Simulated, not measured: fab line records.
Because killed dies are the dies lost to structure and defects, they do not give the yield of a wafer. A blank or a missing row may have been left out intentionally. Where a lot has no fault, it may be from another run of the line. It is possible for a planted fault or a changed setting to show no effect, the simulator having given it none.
Chamber matching -- flow n5 finfet -- rie diel-01 running N5_BEOL_M15_DESCUM_15: 3 sister chambers
The step chemistry O2, time 7.9 s. 18 wafers are shown with their chamber, then 7 later ones without.

EACH WAFER AND ITS CHAMBER
wafer,chamber,showerhead plenum p Torr (Torr),drypump motor current A (A),throttle valve pct (%)
L081.2,0,2.08,5.8,20.86
L081.3,2,2.15,5.5,20.80
L081.5,2,2.15,5.5,20.80
L080.1,1,2.06,6.1,20.75
L080.2,2,2.15,5.5,20.81
L080.6,2,2.15,5.5,20.81
L083.2,1,2.06,6.1,20.77
L083.3,2,2.15,5.5,20.82
L083.5,0,2.08,5.7,20.86
L084.1,2,2.15,5.5,20.82
L084.4,0,2.08,5.7,20.88
L084.6,2,2.15,5.5,20.81
L086.2,1,2.06,6.0,20.76
L086.3,1,2.06,6.1,20.74
L086.4,2,2.14,5.5,20.82
L088.2,1,2.06,6.0,20.77
L088.5,0,2.08,5.7,20.88
L088.6,1,2.06,6.0,20.77

SIGNATURES, as means of the wafers listed above
reading,chamber 0,chamber 1,chamber 2,scatter within a chamber
showerhead plenum p Torr,2.0800,2.0600,2.1487,0.00242
drypump motor current A,5.725,6.050,5.500,0.0387
throttle valve pct,20.8700,20.7600,20.8113,0.0106
Rule: for each reading, subtract the chamber's mean from the wafer's reading, divide by that reading's scatter and square the result; add these up over the readings and take the root, which gives the wafer's distance from the chamber. If the next closest chamber is less than 2 further off than the closest, the wafer can't be placed; otherwise it belongs to the closest. How the scatter is found: for the shown wafers, subtract from each reading the mean of its chamber, square and add these, divide the total by (wafers less chambers), then take the root.

WAFERS WITHOUT THEIR CHAMBER
wafer,showerhead plenum p Torr (Torr),drypump motor current A (A),throttle valve pct (%)
L091.3,2.08,5.7,20.87
L091.4,2.06,6.1,20.77
L091.6,2.08,5.8,20.87
L093.1,2.14,5.5,20.86
L093.4,2.06,6.0,20.47
L097.5,2.07,5.8,20.52
L097.6,2.05,6.1,20.48

CHAMBER TAKEN BY EACH
wafer,from the rows above,in truth
L091.3,0,0
L091.4,1,1
L091.6,0,0
L093.1,2,2
L093.4,1,1
L097.5,1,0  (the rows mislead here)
L097.6,1,1
Correct placement for 6 of the 7. From these rows, 0 cannot be placed. Number placed wrongly: 1.
